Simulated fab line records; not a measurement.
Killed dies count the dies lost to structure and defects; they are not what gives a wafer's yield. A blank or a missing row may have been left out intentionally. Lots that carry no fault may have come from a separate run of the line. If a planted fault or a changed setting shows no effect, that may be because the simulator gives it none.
fab line records	flow n5_finfet
record lots=5	wafers=14	last_day=17
route steps=1938 shown BEOL_M0_SAQP@683 BEOL_M4@1111 PASSIVATION@1936
lots that met no fault: taken from a fault-free run of the same line
start_h: start of the lot's first displayed wafer, in hours after the record's first day	wait_h: hours since the lot's step before	" identical to the entry in the row above	L1.1+2: a row that stands for several wafers	- value missing, or start not given	* or withheld: withheld	< > ~ a bound
route shown NAME@n: names a module that has steps shown in the file, with the first one's number in the route	usual: mean/standard deviation of fault-free wafers	same: alike in all rows	chamber/n: place in a boat	sites: each site's reading	_std_site: how widely they spread, as a standard deviation	_edge_site: the outer-site mean with the inner-site mean subtracted	radius_mm: how far each site lies from the wafer's centre	mask NAME#n: copy n	behind: the last tool/chamber to shape the wafer	hold: why the lot was held/for how many hours/how that ended	device: whichever transistor did not switch (one of n, p or np)	end of line: the tests these same wafers got at the end of their route	step lacking rows: just its recipe	killed: dies that structure and defects cost at the first sort, which is not the same as the wafer's yield	map: shows each die of a wafer: x if killed, . if not, _ if none is there
set.NAME: setting as actually run; set.NAME@STEP: the setting as run at that earlier step	model.NAME: the simulator's own value behind a step, which no gauge read
lots at selected steps of the route; one table per step, one row per wafer
services: the hour from which a tool's chamber was out of use, counted from the record's first day as start_h (under 0 if before that day), plus the number of hours and why
## steps
# step N5_BEOL_M0_SAQP_COAT_34
# recipe resist=CAR-EUV	spin_rpm=1500	resist_thk_nm=30
# step N5_BEOL_M0_SAQP_EBR_36
# recipe solvent=PGMEA	ebr_width_mm=1.5
# step N5_BEOL_M0_SAQP_SOFTBAKE_35
# recipe temp_c=110	time_s=60	resist=CAR-EUV
# step N5_BEOL_M0_SAQP_EXPOSE_37
# recipe mask_id=M0_CUT1	na=0.33	source_shape=annular	sigma_inner=0.35	sigma_outer=0.8	polarization=unpolarized	target_cd_nm=30	dose_mj=44.75
# step N5_BEOL_M0_SAQP_PEB_38
# recipe peb_temp_c=100	peb_time_s=60	resist=CAR-EUV
# step N5_BEOL_M0_SAQP_DEVELOP_39
# recipe develop_time_s=30	developer=TMAH	resist=CAR-EUV	rinse_liquid=surfactant_rinse	dry=air_spin	dev_temp_c=23
# step N5_BEOL_M0_SAQP_CD_MEAS_40
# recipe target_cd_nm=30	landing_energy_ev=500	detector=se_inlens
# usual cd_nm=29.93/0.27
lot.wafer	tool	chamber	start_h	wait_h	cd_nm
L627.1	cd_sem-02	0	120.79	-	29.62
L627.4	"	0	"	"	29.49
L627.5	"	0	"	"	29.76
L629.3	cd_sem-03	0	142.36	-	29.70
L629.4	"	0	"	"	29.42
L629.5	"	0	"	"	30.25
L632.2	cd_sem-01	0	147.88	-	29.74
L632.4	"	0	"	"	29.97
L632.6	"	0	"	"	29.84
L642.1	cd_sem-03	0	209.16	-	29.89
L642.2	"	0	"	"	29.74
L642.5	"	0	"	"	30.05
L646.1	cd_sem-03	0	238.77	-	30.05
L646.4	"	0	"	"	29.93
# step N5_BEOL_M0_SAQP_OVL_MEAS_41
# recipe points_per_wafer=522
# usual M0_CUT1_OVL=-0.3/0.58
lot.wafer	tool	chamber	start_h	wait_h	M0_CUT1_OVL[nm]
L627.1	overlay-01	0	120.82	0.0	0.2
L627.4	"	0	"	"	0.0
L627.5	"	0	"	"	-1.3
L629.3	overlay-02	0	142.40	0.0	0.2
L629.4	"	0	"	"	-0.4
L629.5	"	0	"	"	0.5
L632.2	overlay-01	0	147.91	0.0	-0.7
L632.4	"	0	"	"	0.5
L632.6	"	0	"	"	-0.1
L642.1	overlay-02	0	209.19	0.0	-0.1
L642.2	"	0	"	"	0.0
L642.5	"	0	"	"	0.6
L646.1	overlay-02	0	238.80	0.0	-0.6
L646.4	"	0	"	"	-0.2
# step N5_BEOL_M0_SAQP_INSPECT_42
# recipe mode=adi	inspect_instrument=brightfield
# usual raw_defect_count=306/93
lot.wafer	tool	chamber	start_h	wait_h	raw_defect_count
L627.1	defect_inspect-01	-	120.88	0.1	252
L627.4	"	-	"	"	285
L627.5	"	-	"	"	157
L629.3	defect_inspect-01	-	142.44	0.0	456
L629.4	"	-	"	"	345
L629.5	"	-	"	"	342
L632.2	defect_inspect-02	-	147.96	0.0	309
L632.4	"	-	"	"	582
L632.6	"	-	"	"	350
L642.1	defect_inspect-01	-	209.25	0.1	206
L642.2	"	-	"	"	285
L642.5	"	-	"	"	211
L646.1	defect_inspect-02	-	238.86	0.1	296
L646.4	"	-	"	"	259
# step N5_BEOL_M0_SAQP_DESCUM_45
# recipe chemistry=O2	time_s=7	source_power_w=50	bias_power_w=20	pressure_mtorr=20	rf_frequency_hz=2.712e+07	temp_c=40	resist=CAR-EUV	o2_flow_sccm=225
# usual drypump_motor_current_A=5.8/0.49	oes_product_au=0.82/0.086	rf_vpp_V=243.1/1.2	showerhead_plenum_p_Torr=2.10/0.063	throttle_valve_pct=20.33/0.19
lot.wafer	tool	chamber	start_h	wait_h	drypump_motor_current_A	oes_product_au	rf_hours_counter_h	rf_vpp_V	showerhead_plenum_p_Torr	throttle_valve_pct
L627.1	rie_diel-01	0	121.41	0.5	5.5	0.98	3	242.7	2.05	20.07
L627.4	"	1	"	"	5.4	0.93	-	241.5	2.07	19.99
L627.5	"	3	"	"	6.0	0.89	-	245.1	2.13	20.28
L629.3	rie_diel-03	0	142.91	0.5	6.0	0.85	48	243.9	2.11	20.36
L629.4	"	1	"	"	6.6	0.78	143	241.4	2.07	20.27
L629.5	"	3	"	"	6.5	0.93	-	244.2	2.23	20.27
L632.2	rie_diel-03	0	148.11	0.1	6.0	0.86	50	244.2	2.11	20.38
L632.4	"	1	"	"	6.6	0.77	145	243.1	2.07	20.27
L632.6	"	2	"	"	5.8	0.79	-	243.0	2.11	20.21
L642.1	rie_diel-01	1	209.29	0.0	5.4	0.86	43	243.5	2.05	20.05
L642.2	"	3	"	"	6.0	0.84	61	242.8	2.12	20.34
L642.5	"	0	"	"	5.5	0.89	-	243.1	2.03	20.12
L646.1	rie_diel-03	0	238.89	0.0	6.0	0.80	79	242.5	2.10	20.42
L646.4	"	3	"	"	6.5	0.87	49	246.0	2.22	20.34
# step N5_BEOL_M0_SAQP_ETCH_88
# recipe chemistry=N2/H2	target=underlayer	target_depth_a=65	time_s=5.2	ion_energy_ev=200	mask_material=CAR-EUV	pressure_mtorr=30	source_w=840	bias_w=150	n2_flow_sccm=200	h2_flow_sccm=200	ends=cleared
# usual drypump_motor_current_A=5.8/0.49	etch_rf_on_time_s=5.25/0.21	oes_product_au=0.69/0.076	rf_vpp_V=524.1/2.2	showerhead_plenum_p_Torr=2.54/0.078	throttle_valve_pct=17.73/0.25
lot.wafer	tool	chamber	start_h	wait_h	drypump_motor_current_A	etch_rf_on_time_s	oes_product_au	rf_hours_counter_h	rf_vpp_V	showerhead_plenum_p_Torr	throttle_valve_pct
L627.1	rie_diel-01	0	121.45	0.0	5.5	4.80	0.85	3	520.8	2.48	17.52
L627.4	"	1	"	"	5.4	5.42	0.77	-	523.0	2.49	17.25
L627.5	"	3	"	"	6.0	5.19	0.77	-	525.4	2.59	17.65
L629.3	rie_diel-03	0	142.94	0.0	6.1	4.98	0.74	48	524.1	2.59	18.04
L629.4	"	1	"	"	6.6	5.22	0.66	143	522.5	2.53	17.77
L629.5	"	3	"	"	6.5	5.30	0.78	-	529.7	2.70	17.60
L632.2	rie_diel-03	0	148.14	0.0	6.1	4.95	0.75	50	522.7	2.59	18.06
L632.4	"	1	"	"	6.6	5.26	0.65	145	524.3	2.53	17.78
L632.6	"	2	"	"	5.8	5.37	0.66	-	525.8	2.57	17.61
L642.1	rie_diel-01	1	209.32	0.0	5.4	5.49	0.69	43	521.5	2.48	17.31
L642.2	"	3	"	"	6.0	5.20	0.71	61	525.4	2.57	17.73
L642.5	"	0	"	"	5.5	4.87	0.77	-	524.6	2.47	17.59
L646.1	rie_diel-03	0	238.92	0.0	6.0	5.00	0.70	79	524.3	2.57	18.05
L646.4	"	3	"	"	6.5	5.23	0.73	49	527.5	2.69	17.68
# step N5_BEOL_M0_SAQP_ETCH_73
# recipe chemistry=CF4	target=SiARC	target_depth_a=195	mask_material=CAR-EUV	time_s=32.5	ion_energy_ev=80	pressure_mtorr=40	source_w=545	bias_w=36	Ar_flow_sccm=100	cf4_flow_sccm=100	ends=cleared
# usual drypump_motor_current_A=5.8/0.49	etch_rf_on_time_s=32.9/1.1	oes_product_au=0.69/0.075	rf_vpp_V=184.0/1.1	showerhead_plenum_p_Torr=2.14/0.064	throttle_valve_pct=15.49/0.21
lot.wafer	tool	chamber	start_h	wait_h	drypump_motor_current_A	etch_rf_on_time_s	oes_product_au	rf_hours_counter_h	rf_vpp_V	showerhead_plenum_p_Torr	throttle_valve_pct
L627.1	rie_diel-01	0	121.46	0.0	5.5	31.1	0.84	3	183.9	2.10	15.23
L627.4	"	1	"	"	5.4	33.9	0.76	-	182.6	2.12	15.21
L627.5	"	3	"	"	6.1	32.7	0.76	-	184.7	2.20	15.51
L629.3	rie_diel-03	0	142.96	0.0	6.0	31.6	0.74	48	184.4	2.15	15.45
L629.4	"	1	"	"	6.6	32.6	0.67	143	183.6	2.13	15.64
L629.5	"	3	"	"	6.5	32.8	0.79	-	185.4	2.27	15.27
L632.2	rie_diel-03	0	148.16	0.0	6.0	31.0	0.74	50	183.6	2.15	15.45
L632.4	"	1	"	"	6.6	32.3	0.67	145	183.9	2.13	15.64
L632.6	"	2	"	"	5.8	32.8	0.68	-	182.7	2.15	15.46
L642.1	rie_diel-01	1	209.34	0.0	5.4	34.0	0.71	43	183.6	2.11	15.27
L642.2	"	3	"	"	6.0	32.4	0.72	61	184.3	2.19	15.57
L642.5	"	0	"	"	5.5	30.4	0.77	-	183.3	2.08	15.28
L646.1	rie_diel-03	0	238.94	0.0	6.0	32.1	0.70	79	184.0	2.14	15.50
L646.4	"	3	"	"	6.5	32.9	0.73	49	185.7	2.26	15.33
# step N5_BEOL_M0_SAQP_CUT_ETCH_46
# recipe chemistry=N2/H2	target=SOC	target_depth_a=1350	overetch_a=270	temp_c=40	time_s=202.5	ion_energy_ev=200	mask_material=SiARC	pressure_mtorr=30	source_w=840	bias_w=150	n2_flow_sccm=200	h2_flow_sccm=200
# usual drypump_motor_current_A=5.8/0.49	rf_vpp_V=524.0/2.2	showerhead_plenum_p_Torr=2.54/0.078	throttle_valve_pct=17.68/0.25
lot.wafer	tool	chamber	start_h	wait_h	drypump_motor_current_A	rf_hours_counter_h	rf_vpp_V	showerhead_plenum_p_Torr	throttle_valve_pct	model.SiARC_of_BEOL_M0_SAQP_COAT_72.thk_nm	model.BEOL_M0_SAQP.cd_nm
L627.1	rie_diel-01	0	121.49	0.0	5.5	3	523.7	2.48	17.49	4	30.2
L627.4	"	1	"	"	5.4	-	522.2	2.49	17.21	5.2	29.4
L627.5	"	3	"	"	6.0	-	525.8	2.59	17.61	5.6	29.4
L629.3	rie_diel-03	0	142.99	0.0	6.0	48	525.6	2.59	17.99	4.2	29.6
L629.4	"	1	"	"	6.6	143	521.9	2.53	17.72	4.8	29.2
L629.5	"	3	"	"	6.5	-	528.4	2.70	17.57	5.4	30.4
L632.2	rie_diel-03	0	148.19	0.0	6.1	50	524.5	2.59	17.99	4.2	29.6
L632.4	"	1	"	"	6.6	145	523.3	2.53	17.73	4.8	29
L632.6	"	2	"	"	5.8	-	524.0	2.57	17.59	5.4	29.8
L642.1	rie_diel-01	1	209.37	0.0	5.4	43	522.8	2.48	17.26	5.4	29.8
L642.2	"	3	"	"	6.0	61	525.6	2.57	17.66	5.4	29.4
L642.5	"	0	"	"	5.5	-	520.0	2.47	17.54	4	30
L646.1	rie_diel-03	0	238.97	0.0	6.1	79	525.5	2.57	18.04	8	28
L646.4	"	3	"	"	6.5	49	528.3	2.69	17.64	5.2	30
# step N5_BEOL_M0_SAQP_STRIP_74
# recipe chemistry=N2/H2	temp_c=40	n2_flow_sccm=200	h2_flow_sccm=200	rf_frequency_hz=6e+07
# step N5_BEOL_M0_SAQP_STRIP_89
# recipe chemistry=N2/H2	temp_c=40	n2_flow_sccm=200	h2_flow_sccm=200	rf_frequency_hz=6e+07
# step N5_BEOL_M0_SAQP_ALD_48
# recipe material=SiO2	target_thk_a=200	temp_c=100	ald_precursor_family=BDEAS	ald_co_reactant=O2-plasma	pulse_time_s=1	co_reactant_pulse_time_s=1	purge_time_s=2	co_reactant_purge_time_s=2	ald_cycles=139	pressure_torr=2
# usual heater_power_w=78/8.8	precursor_pulse_height_rel=0.997/0.018
# same ald_cycles=139	pulse_time_s=1
lot.wafer	tool	chamber	start_h	wait_h	heater_power_w	precursor_pulse_height_rel
L627.1	ald_sin-04	3	122.14	0.5	92	0.998
L627.4	"	2	"	"	78	0.991
L627.5	"	3	"	"	93	0.992
L629.3	ald_sin-01	2	143.19	0.0	72	0.999
L629.4	"	0	"	"	85	0.996
L629.5	"	3	"	"	74	0.994
L632.2	ald_sin-04	2	148.39	0.0	79	1.024
L632.4	"	0	"	"	71	1.002
L632.6	"	2	"	"	78	0.963
L642.1	ald_sin-01	2	209.63	0.1	72	0.994
L642.2	"	0	"	"	87	1.008
L642.5	"	2	"	"	71	0.982
L646.1	ald_sin-01	3	239.50	0.4	77	1.003
L646.4	"	0	"	"	88	0.996
# step N5_BEOL_M0_SAQP_ETCH_49
# recipe chemistry=CF4/O2	target_depth_a=370	target=SiO2	pressure_mtorr=40	source_w=535	bias_w=49	Ar_flow_sccm=100	cf4_flow_sccm=100	O2_flow_sccm=10	ion_energy_ev=100
# usual drypump_motor_current_A=5.9/0.51	oes_product_au=0.81/0.075	rf_vpp_V=241/8.9	showerhead_plenum_p_Torr=2.22/0.069	throttle_valve_pct=15.73/0.2
lot.wafer	tool	chamber	start_h	wait_h	drypump_motor_current_A	oes_product_au	rf_hours_counter_h	rf_vpp_V	showerhead_plenum_p_Torr	throttle_valve_pct	model.BEOL_M0_SAQP.cd_nm
L627.1	rie_diel-05	2	122.67	0.3	5.1	0.88	52	245	2.14	15.71	30.2
L627.4	"	3	"	"	5.8	0.73	185	253	2.29	16.21	29.4
L627.5	"	1	"	"	5.9	0.67	-	241	2.26	15.77	29.4
L629.3	rie_diel-03	1	143.72	0.3	6.6	0.78	143	248	2.19	15.85	29.6
L629.4	"	0	"	"	6.0	0.85	48	252	2.22	15.71	29.2
L629.5	"	2	"	"	5.8	0.78	-	236	2.22	15.70	30.4
L632.2	rie_diel-03	0	148.96	0.3	6.0	0.86	50	250	2.22	15.70	29.6
L632.4	"	3	"	"	6.5	0.92	20	236	2.33	15.52	29
L632.6	"	2	"	"	5.8	0.78	-	235	2.22	15.71	30
L642.1	rie_diel-01	0	210.20	0.3	5.5	0.89	36	243	2.15	15.51	29.8
L642.2	"	1	"	"	5.4	0.85	44	247	2.17	15.50	29.4
L642.5	"	0	"	"	5.5	0.88	-	243	2.15	15.51	30
L646.1	rie_diel-01	3	240.03	0.3	6.0	0.84	69	228	2.25	15.84	28
L646.4	"	0	"	"	5.5	0.88	44	244	2.14	15.54	30
# step N5_BEOL_M0_SAQP_STRIP_75
# recipe chemistry=CF4	resist=SiARC	power_w=300	bias_power_w=75	pressure_mtorr=50	cf4_flow_sccm=150	rf_frequency_hz=6e+07
# usual drypump_motor_current_A=5.9/0.52	oes_product_au=0.187/0.016	rf_vpp_V=271.5/1.4	showerhead_plenum_p_Torr=1.80/0.049	throttle_valve_pct=13.44/0.23
lot.wafer	tool	chamber	start_h	wait_h	drypump_motor_current_A	oes_product_au	rf_hours_counter_h	rf_vpp_V	showerhead_plenum_p_Torr	throttle_valve_pct
L627.1	rie_diel-05	2	122.77	0.1	5.0	0.207	52	270.0	1.75	13.45
L627.4	"	3	"	"	5.8	0.170	185	272.0	1.86	13.93
L627.5	"	1	"	"	6.0	0.159	-	271.7	1.83	13.55
L629.3	rie_diel-03	1	143.82	0.1	6.6	0.183	144	269.7	1.79	13.65
L629.4	"	0	"	"	6.0	0.191	48	271.5	1.81	13.41
L629.5	"	2	"	"	5.8	0.186	-	273.2	1.79	13.40
L632.2	rie_diel-03	0	149.06	0.1	6.1	0.191	50	270.7	1.81	13.41
L632.4	"	3	"	"	6.6	0.208	20	273.3	1.87	13.11
L632.6	"	2	"	"	5.8	0.185	-	273.1	1.79	13.42
L642.1	rie_diel-01	0	210.30	0.1	5.5	0.200	36	270.6	1.73	13.17
L642.2	"	1	"	"	5.4	0.191	44	268.7	1.76	13.20
L642.5	"	0	"	"	5.5	0.204	-	269.5	1.73	13.17
L646.1	rie_diel-01	3	240.13	0.1	6.0	0.187	69	270.7	1.82	13.48
L646.4	"	0	"	"	5.5	0.200	44	269.1	1.72	13.18
# step N5_BEOL_M4_RC_MEAS_101
# usual DIBL_N=37.2/2.5	DIBL_P=38/3	IOFF_N=0.17/0.044	IOFF_P=0.24/0.059	ION_N=667/13	ION_P=461/7.9	SS_N=71.8/0.86	SS_P=73.6/0.92	VT_N=250/4.1	VT_P=-249/3.9
lot.wafer	tool	chamber	start_h	wait_h	DIBL_N[mV/V]	DIBL_P[mV/V]	IOFF_N[nA/um]	IOFF_P[nA/um]	ION_N[uA/um]	ION_P[uA/um]	SS_N[mV/dec]	SS_P[mV/dec]	VT_N[mV]	VT_P[mV]
L627.1	prober-01	0	178.80	0.0	38.8	39	0.20	0.26	678	464	72.4	73.1	247	-247
L627.4	"	0	"	"	34.9	34	0.12	0.17	654	453	71.8	72.8	252	-252
L627.5	"	0	"	"	41.2	42	0.25	0.32	699	479	73.4	74.8	244	-243
L629.3	prober-01	0	211.21	0.3	40.6	43	0.26	0.37	687	472	72.8	75.7	243	-244
L629.4	"	0	"	"	40.7	40	0.22	0.27	674	462	72.6	74.5	250	-246
L629.5	"	0	"	"	35.4	34	0.13	0.18	654	457	71.2	73.9	252	-252
L632.2	prober-01	0	214.21	0.2	34.1	34	0.13	0.17	658	457	71.3	73.3	252	-255
L632.4	"	0	"	"	36.1	36	0.15	0.20	661	457	70.9	73.4	251	-252
L632.6	"	0	"	"	29.5	28	0.07	0.11	630	446	69.6	71.6	263	-259
L642.1	prober-01	0	276.53	0.0	40.0	40	0.20	0.26	672	458	72.8	74.0	251	-247
L642.2	"	0	"	"	35.9	36	0.14	0.22	673	465	70.9	73.0	250	-250
L642.5	"	0	"	"	38.8	39	0.21	0.27	686	462	72.5	73.9	246	-249
L646.1	prober-01	0	290.74	0.0	39.6	40	0.22	0.31	688	469	72.0	74.3	244	-244
L646.4	"	0	"	"	39.8	42	0.22	0.36	683	472	72.2	74.0	246	-240
# step N5_PASSIVATION_PROBE_49
# usual defect_limited_yield=91.5/1.4	killed_at_M0_to_M3=32/11	killed_at_M4_up=12/4.4	killed_at_contacts=13/6.1	killed_at_front_end=39/12	killed_at_other=3.9/3	killed_dies=100/17	killed_open=66/12	killed_short=33/7.4	sort_bin_4_leakage=0.03/0.14	sort_bin_5_function=5.0/0.95	sort_bin_6_memory=3.2/0.66	sort_bin_8_speed=0.0/0.33	sort_n_pass=1079/17	sort_yield_pct=91.4/1.5
# same gross_dies=1180	killed_at_back_side=0
lot.wafer	tool	chamber	start_h	wait_h	defect_limited_yield[%]	killed_at_M0_to_M3	killed_at_M4_up	killed_at_contacts	killed_at_front_end	killed_at_other	killed_dies	killed_open	killed_short	sort_bin_4_leakage[%]	sort_bin_5_function[%]	sort_bin_6_memory[%]	sort_bin_8_speed[%]	sort_n_pass	sort_yield_pct[%]
L627.1	prober-01	-	293.25	0.0	91.7	52	6	14	22	4	98	68	29	0	5.0	3.1	0	1082	91.7
L627.4	prober-01	-	293.40	0.2	91.4	45	11	8	34	3	101	80	21	0	5.3	3.1	0	1079	91.4
L627.5	prober-01	-	293.45	0.2	91.6	52	6	6	28	7	99	69	30	0	4.1	4.0	0	1081	91.6
L629.4	prober-01	-	325.33	0.2	90.3	44	21	11	36	3	115	86	27	0	6.3	3.4	0	1065	90.3
L642.1	prober-01	-	392.11	0.0	92.0	32	14	19	27	2	94	57	37	0	4.7	3.2	0	1086	92.0
L642.2	prober-01	-	392.16	0.1	92.3	43	9	16	21	2	91	56	34	0	4.2	3.2	0	1089	92.3
L642.5	prober-01	-	392.31	0.2	92.3	22	17	13	35	4	91	57	33	0	4.4	3.1	0	1089	92.3
# killed by level:class
L627.1 BEOL_M2:geometric_particle:open=24 MOL_CONTACT_COAG:geometric_particle:open=10 DUMMY_GATE:geometric_particle:open=6 BEOL_M3:geometric_particle:open=6 BEOL_M3:geometric_particle:short=6 MOL_CONTACT_COAG:geometric_particle:short=4 BEOL_M1:geometric_particle:short=4 STARTING-WAFER:geometric_particle:open=4
L627.4 BEOL_M2:geometric_particle:open=16 BEOL_M3:geometric_particle:open=15 FIN_SAQP:geometric_particle:open=7 MOL_CONTACT_COAG:geometric_particle:open=6 BEOL_M4:geometric_particle:open=6 STI_FIN_REVEAL:geometric_particle:open=5 DUMMY_GATE:geometric_particle:open=5 BEOL_M1:geometric_particle:open=4
L627.5 BEOL_M2:geometric_particle:open=12 BEOL_M0_SAQP:geometric_particle:open=11 BEOL_M3:geometric_particle:open=11 BEOL_M0_SAQP:geometric_particle:short=10 DUMMY_GATE:geometric_particle:open=8 MOL_CONTACT_COAG:geometric_particle:open=5 FIN_SAQP:geometric_particle:short=4 PAD_METAL:geometric_particle:open=4
L629.4 BEOL_M3:geometric_particle:open=13 FIN_SAQP:geometric_particle:open=11 BEOL_M2:geometric_particle:open=11 MOL_CONTACT_COAG:geometric_particle:open=8 BEOL_M4:geometric_particle:open=7 FIN_SAQP:geometric_particle:short=6 BEOL_M0_SAQP:geometric_particle:open=6 BEOL_M0_SAQP:geometric_particle:short=6
L642.1 MOL_CONTACT_COAG:geometric_particle:open=14 BEOL_M0_SAQP:geometric_particle:short=8 GATE_CUT:geometric_particle:short=6 BEOL_M2:geometric_particle:open=6 BEOL_M4:geometric_particle:open=6 MOL_CONTACT_COAG:geometric_particle:short=5 STI_FIN_REVEAL:geometric_particle:open=4 GATE_CUT:geometric_particle:open=4
L642.2 MOL_CONTACT_COAG:geometric_particle:open=12 BEOL_M1:geometric_particle:open=11 BEOL_M0_SAQP:geometric_particle:short=8 BEOL_M0_SAQP:geometric_particle:open=8 GATE_CUT:geometric_particle:open=6 BEOL_M5:geometric_particle:open=5 BEOL_M3:geometric_particle:open=5 DUMMY_GATE:geometric_particle:open=4
L642.5 MOL_CONTACT_COAG:geometric_particle:open=10 BEOL_M4:geometric_particle:open=10 GATE_CUT:geometric_particle:short=8 FIN_SAQP:geometric_particle:short=6 BEOL_M3:geometric_particle:open=6 BEOL_M0_SAQP:geometric_particle:short=6 STI_FIN_REVEAL:geometric_particle:open=5 GATE_CUT:geometric_particle:open=5
## services
tool	chamber	start_h	hours	kind
ald_sin-01	0	99.25	-	clean
ald_sin-01	1	99.25	-	clean
ald_sin-01	2	99.25	-	clean
ald_sin-01	3	99.25	-	clean
rie_diel-01	2	110.73	-	clean
rie_diel-01	2	110.73	-	consumable_replace:focus_ring
rie_diel-01	2	110.73	18.1	scheduled_down
rie_diel-01	2	110.73	18.1	vent_cycle
rie_diel-01	-	116.47	2.8	pm
rie_diel-05	0	118.41	3.1	repair
rie_diel-03	-	134.45	2.8	pm
rie_diel-05	-	139.00	2.8	pm
ald_sin-04	3	148.02	13.1	repair
rie_diel-05	3	158.44	5.2	repair
rie_diel-05	-	183.76	15.6	pm
rie_diel-05	0	200.72	8.9	repair
rie_diel-05	1	203.12	7.6	repair
rie_diel-05	1	211.16	-	clean
rie_diel-05	1	211.16	-	consumable_replace:focus_ring
rie_diel-05	1	211.16	31.8	scheduled_down
rie_diel-05	1	211.16	31.8	vent_cycle
rie_diel-05	3	215.05	2.0	repair
## key
first_sign none at tools or gauges
model_effect step=N5_BEOL_M0_SAQP_CUT_ETCH_46	value=SiARC_of_BEOL_M0_SAQP_COAT_72.thk_nm	without=4.2	struck=8
model_effect step=N5_BEOL_M0_SAQP_ETCH_49	value=BEOL_M0_SAQP.cd_nm	without=29.4	struck=28
met_at N5_BEOL_M0_SAQP_CUT_ETCH_46
struck_wafers L646.1
onset_between 148.19 238.97
fault kind=process_parameter_drift	tool=rie_diel-03	chamber=-	onset_h=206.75	steps=N5_BEOL_M0_SAQP_CUT_ETCH_46	channel=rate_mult	offset=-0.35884	shape=step	end_h=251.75	scope=struck_wafers_only
